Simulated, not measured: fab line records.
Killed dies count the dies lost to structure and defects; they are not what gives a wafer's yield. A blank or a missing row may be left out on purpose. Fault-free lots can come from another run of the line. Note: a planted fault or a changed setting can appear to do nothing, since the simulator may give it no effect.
A lot that was struck, set against a sound lot / flow n5Finfet / 27 steps out of a route of 1938
Sound: the wafers L480.3, L480.4, L480.6. The struck wafers were L477.1, L477.3, L477.6. The cause is named last.
For every step that has rows: the tool of each side, followed by ch and its chambers, followed by its first start. Under that, the readings that differ: sound wafers / struck wafers / difference of the means / sigmas: that difference in standard deviations of wafers without a fault.
alike: readings with means less than 2 such deviations apart, plus words and numbers identical on both sides. not compared: withheld readings, readings lacking a value on some wafer, bounds such as >300 that could conceal the same value, and numbers that have no deviation in the record and whose values overlap.
Wherever a step has rows on one side only, a row that says differs or no value, or a row with sigmas, the two part there. When numbers do not overlap yet have no deviation, they are printed without sigmas and do not part them. A reading missing from all wafers of one side parts the sides only when that side holds two or more wafers.

first, 11 steps without rows for these wafers: N5_BEOL_M1_STRIP_65 (strips in N2/H2); N5_BEOL_M1_STRIP_75 (strips in N2/H2); N5_BEOL_M1_STRIP_66 (strips in CF4); N5_BEOL_M1_HM_OPEN_17 (chemistry Cl2/BCl3, target TiN, target depth 20 nm, overetch 6 nm); N5_BEOL_M1_STRIP_19 (strips in O2); N5_BEOL_M1_COAT_67 (time 60 s, resist thk 60 nm); N5_BEOL_M1_COAT_68 (time 60 s, resist thk 12 nm); N5_BEOL_M1_COAT_76 (time 60 s, resist thk 5 nm); N5_BEOL_M1_COAT_22 (resist thk 30 nm); N5_BEOL_M1_EBR_24; N5_BEOL_M1_SOFTBAKE_23 (time 60 s).
N5_BEOL_M1_EXPOSE_25: exposes mask V0, defocus 5 nm, target cd 24 nm.
  sound on euvScanner-01 ch 0, day 12 16:38; struck on euvScanner-02 ch 0, day 11 05:27
reading=exposureDoseMJCm2; sound=63.15 63.10 63.07; struck=59.05 59.05 59.01; difference=-4.07; sigmas=-62
  alike: mask, stageMsdNm
then, 2 steps without rows for these wafers: N5_BEOL_M1_PEB_26 (peb time 60 s); N5_BEOL_M1_DEVELOP_27 (develop time 30 s).
N5_BEOL_M1_CD_MEAS_28: target cd y 23.3 nm.
  sound on cdSem-03 ch 0, day 12 16:46; struck on cdSem-01 ch 0, day 11 05:36
reading=cdNm (nm); sound=23.96 23.95 24.02; struck=22.93 22.69 23.01; difference=-1.10; sigmas=-5
then, 8 steps without rows for these wafers: N5_BEOL_M1_DESCUM_33 (chemistry O2, time 7 s); N5_BEOL_M1_ETCH_77 (etches underlayer in N2/H2, target depth 6.5 nm, time 5.2 s); N5_BEOL_M1_ETCH_69 (etches SiARC in CF4, target depth 15.6 nm, time 26 s); N5_BEOL_M1_ALD_98 (deposits SiO2, target thk 2.5 nm, pulse time 1 s, co reactant pulse time 1 s); N5_BEOL_M1_ETCHBACK_99 (etches SiO2 in CHF3, target depth 5 nm, time 10.4 s); N5_BEOL_M1_ETCH_70 (etches SOC in N2/H2, target depth 80 nm, overetch 16 nm, time 120 s); N5_BEOL_M1_STRIP_71 (strips in N2/H2); N5_BEOL_M1_STRIP_78 (strips in N2/H2).
N5_BEOL_M1_VIA_ETCH_34: etches the open film in C4F6/O2, target depth 67.8 nm, time 64.4 s.
  sound on rieDiel-02 ch 0,3, day 13 03:10; struck on rieDiel-02 ch 2,3, day 11 15:53
reading=model.BEOL_M1.cdNm (nm); sound=18.2 18.2 18; struck=17 17 17.2; difference=-1; sigmas=
  alike: chamberPressureMTorr, drypumpMotorCurrentA, oes_f_703_au, oesProductAu, rfVppV, showerheadPlenumPTorr, throttleValvePct
  not compared: rfHoursCounterH
then, 1 step without rows for these wafers: N5_BEOL_M1_STRIP_83 (strips in C4F6/O2).
-- a jump in the record: the struck wafers' starts before and after are 3 days apart (it breaks off in module BEOL_M1 and resumes in module BEOL_M4, where the first step shown is number 1111 of the route) --
N5_BEOL_M4_RC_MEAS_101:
  sound on prober-02 ch 0, day 15 13:20; struck on prober-02 ch 0, day 14 04:28
  alike: DIBL_N, DIBL_P, IOFF_N, IOFF_P, ION_N, ION_P, SS_N, SS_P, VT_N, VT_P
-- the record jumps here: 5 days lie between the struck wafers' starts before and after (it left off in module BEOL_M4 and takes up again in module PASSIVATION, whose first step shown is number 1936 of the route) --
N5_PASSIVATION_PROBE_49:
  only the struck wafers here have rows in the record (prober-01, day 18 18:28); the sound ones have none

WHERE THEY PART
At N5_BEOL_M1_EXPOSE_25 first; at N5_PASSIVATION_PROBE_49 last (within this record only).

WHY: whatever the simulator had introduced
Process parameters drifting: euvScanner-02 at N5_BEOL_M1_EXPOSE_25, beginning at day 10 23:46. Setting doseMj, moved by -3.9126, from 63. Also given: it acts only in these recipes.
